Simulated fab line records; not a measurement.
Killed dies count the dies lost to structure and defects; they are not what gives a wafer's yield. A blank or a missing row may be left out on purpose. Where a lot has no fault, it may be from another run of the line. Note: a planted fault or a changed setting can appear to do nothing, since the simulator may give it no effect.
Chamber matching + flow n5_finfet + N5_BEOL_M9_VIA_ETCH_34 on rie_diel-01 has 4 sister chambers
The step etches SiCOH lowk in C4F6/O2, target depth 182.4 nm, time 68.4 s. 4 wafers are shown with their chamber, then 8 later ones without.

## WAFERS WITH THEIR CHAMBER
| wafer  | chamber | throttle_valve_pct (%) |
|--------|---------|------------------------|
| L543.2 | 1       | 20.90                  |
| L542.5 | 0       | 20.97                  |
| L542.6 | 3       | 20.63                  |
| L546.1 | 2       | 20.61                  |

## WAFERS MISSING THEIR CHAMBER
| wafer  | throttle_valve_pct (%) |
|--------|------------------------|
| L546.2 | 20.97                  |
| L546.6 | 20.65                  |
| L549.1 | 20.65                  |
| L549.2 | 20.95                  |
| L549.5 | 20.66                  |
| L547.1 | 20.62                  |
| L547.2 | 20.64                  |
| L547.4 | 20.97                  |

## WHICH CHAMBER EACH ONE RAN IN
| wafer  | from the rows above     | in truth |
|--------|-------------------------|----------|
| L546.2 | 0                       | 0        |
| L546.6 | can't be placed: 3 or 2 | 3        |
| L549.1 | can't be placed: 3 or 2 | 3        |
| L549.2 | can't be placed: 0 or 1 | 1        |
| L549.5 | can't be placed: 3 or 2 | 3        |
| L547.1 | can't be placed: 3 or 2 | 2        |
| L547.2 | can't be placed: 3 or 2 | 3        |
| L547.4 | 0                       | 0        |
Correctly placed: 2 of 8. Can't be placed from these rows: 6 (the true chamber is among the candidates in 6). Number placed wrongly: 0.
How it was worked out, from the rows above alone: a wafer's distance from a chamber is the root of the sum, over the readings, of the square of ((its reading less the chamber's mean) divided by the reading's scatter). The wafer belongs to the nearest chamber; if the next one is less than 2 further off, it can't be placed. A chamber's mean is the mean of its shown wafers. The scatter: root of mean squared gap, hidden wafer to nearest shown wafer, with one shown wafer a chamber.
